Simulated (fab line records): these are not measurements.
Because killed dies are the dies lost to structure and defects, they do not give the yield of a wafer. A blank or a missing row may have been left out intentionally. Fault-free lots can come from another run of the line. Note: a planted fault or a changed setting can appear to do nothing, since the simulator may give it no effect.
Chamber matching	flow n5Finfet	rieDiel-04 running N5_BEOL_M8_ETCH_65: 4 sister chambers
The step etches SiARC in CF4, target depth 15.6 nm, time 26 s. 14 wafers are shown with their chamber, then 7 later ones without.

== WAFERS, EACH WITH ITS CHAMBER ==
wafer	chamber	showerheadPlenumPTorr (Torr)	throttleValvePct (%)	oesProductAu (a.u.)
L549.2	3	2.18	15.62	0.74
L549.5	2	2.02	15.82	0.59
L549.6	1	2.10	15.16	0.86
L550.1	3	2.18	15.62	0.72
L550.4	1	2.10	15.17	0.83
L550.6	0	2.27	15.52	0.76
L552.1	3	2.18	15.65	0.72
L552.2	1	2.09	15.19	0.81
L552.5	0	2.27	15.53	0.77
L551.3	1	2.09	15.20	0.81
L551.5	3	2.18	15.65	0.72
L551.6	0	2.27	15.54	0.76
L553.3	1	2.09	15.20	0.81
L553.4	0	2.27	15.53	0.76

SIGNATURES, as means of the wafers listed above
reading	chamber 0	chamber 1	chamber 2	chamber 3	scatter within a chamber
showerheadPlenumPTorr	2.2700	2.0940	2.0200	2.1800	0.00346
throttleValvePct	15.5300	15.1840	15.8200	15.6350	0.0156
oesProductAu	0.7625	0.8240	0.5900	0.7250	0.0151
Rule: a wafer lies at a distance from a chamber equal to the root of the sum of squares, over the readings, of (its reading less the chamber's mean, divided by the reading's scatter). If the next closest chamber is less than 2 further off than the closest, the wafer can't be placed; otherwise it belongs to the closest. The scatter: take each reading less its chamber's mean, square it, sum over the shown wafers, divide by the number of wafers less the number of chambers, and take the root.

== WAFERS MISSING THEIR CHAMBER ==
wafer	showerheadPlenumPTorr (Torr)	throttleValvePct (%)	oesProductAu (a.u.)
L553.6	2.18	15.66	0.72
L563.1	2.26	15.58	0.72
L563.4	2.27	15.37	0.78
L563.5	2.09	15.26	0.77
L568.2	2.26	15.61	0.71
L568.3	2.08	15.26	0.77
L568.5	2.26	15.59	0.71

== EACH ONE'S CHAMBER ==
wafer	from the rows above	in truth
L553.6	3	3
L563.1	0	0
L563.4	0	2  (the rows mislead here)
L563.5	1	1
L568.2	0	0
L568.3	1	1
L568.5	0	0
Correctly placed: 6 of 7. From these rows, 0 cannot be placed. Wrongly placed: 1.
